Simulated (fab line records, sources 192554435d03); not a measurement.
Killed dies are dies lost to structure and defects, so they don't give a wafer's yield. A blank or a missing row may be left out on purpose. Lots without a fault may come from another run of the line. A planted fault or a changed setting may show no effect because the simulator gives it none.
Chamber matching | flow n5_finfet | N5_FIN_SAQP_ETCH_69 on rie_diel-02: 3 sister chambers
The step etches SOC in N2/H2, stops on SiNx, target depth 150 nm. 18 wafers are shown with their chamber, then 6 later ones without.

WAFERS WITH THEIR CHAMBER
wafer  | chamber | showerhead_plenum_p_Torr (Torr) | throttle_valve_pct (%) | drypump_motor_current_A (A)
L076.2 | 1       | 2.42                            | 17.90                  | 5.60
L076.4 | 3       | 2.53                            | 17.39                  | 6.13
L076.5 | 1       | 2.42                            | 17.90                  | 5.57
L078.4 | 1       | 2.42                            | 17.90                  | 5.58
L078.5 | 1       | 2.42                            | 17.92                  | 5.57
L078.6 | 0       | 2.62                            | 17.89                  | 5.94
L080.2 | 3       | 2.53                            | 17.42                  | 6.11
L080.3 | 0       | 2.62                            | 17.89                  | 5.98
L080.6 | 1       | 2.42                            | 17.92                  | 5.58
L083.2 | 1       | 2.41                            | 17.93                  | 5.52
L083.4 | 0       | 2.62                            | 17.90                  | 5.97
L083.6 | 3       | 2.52                            | 17.43                  | 6.11
L084.1 | 1       | 2.41                            | 17.94                  | 5.59
L084.2 | 0       | 2.62                            | 17.90                  | 5.96
L084.3 | 3       | 2.52                            | 17.44                  | 6.11
L088.2 | 0       | 2.61                            | 17.91                  | 5.98
L088.3 | 3       | 2.52                            | 17.46                  | 6.11
L088.6 | 3       | 2.52                            | 17.43                  | 6.11

SIGNATURES (means of the wafers above)
reading                  | chamber 0 | chamber 1 | chamber 3 | scatter within a chamber
showerhead_plenum_p_Torr | 2.6180    | 2.4171    | 2.5233    | 0.00487
throttle_valve_pct       | 17.8980   | 17.9157   | 17.4283   | 0.0174
drypump_motor_current_A  | 5.9660    | 5.5729    | 6.1133    | 0.019
Rule: a wafer's distance from a chamber is the root of the sum, over the readings, of the square of ((its reading less the chamber's mean) divided by the reading's scatter). The wafer belongs to the nearest chamber; if the next one is less than 2 further off, it can't be placed. The scatter: the root of (the sum of the squares of (reading less its chamber's mean) over the shown wafers, divided by (wafers less chambers)).

WAFERS WITHOUT THEIR CHAMBER
wafer  | showerhead_plenum_p_Torr (Torr) | throttle_valve_pct (%) | drypump_motor_current_A (A)
L090.6 | 2.52                            | 17.45                  | 6.11
L092.3 | 2.52                            | 17.46                  | 6.14
L092.5 | 2.61                            | 17.94                  | 6.00
L093.1 | 2.73                            | 17.46                  | 5.53
L093.3 | 2.61                            | 17.93                  | 5.97
L093.4 | 2.52                            | 17.47                  | 6.13

WHICH CHAMBER EACH WENT THROUGH
wafer  | from the rows above | in truth
L090.6 | 3                   | 3
L092.3 | 3                   | 3
L092.5 | 0                   | 0
L093.1 | 0                   | 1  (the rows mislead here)
L093.3 | 0                   | 0
L093.4 | 3                   | 3
Placed correctly: 5 of 6. Can't be placed from these rows: 0. Placed wrongly: 1.
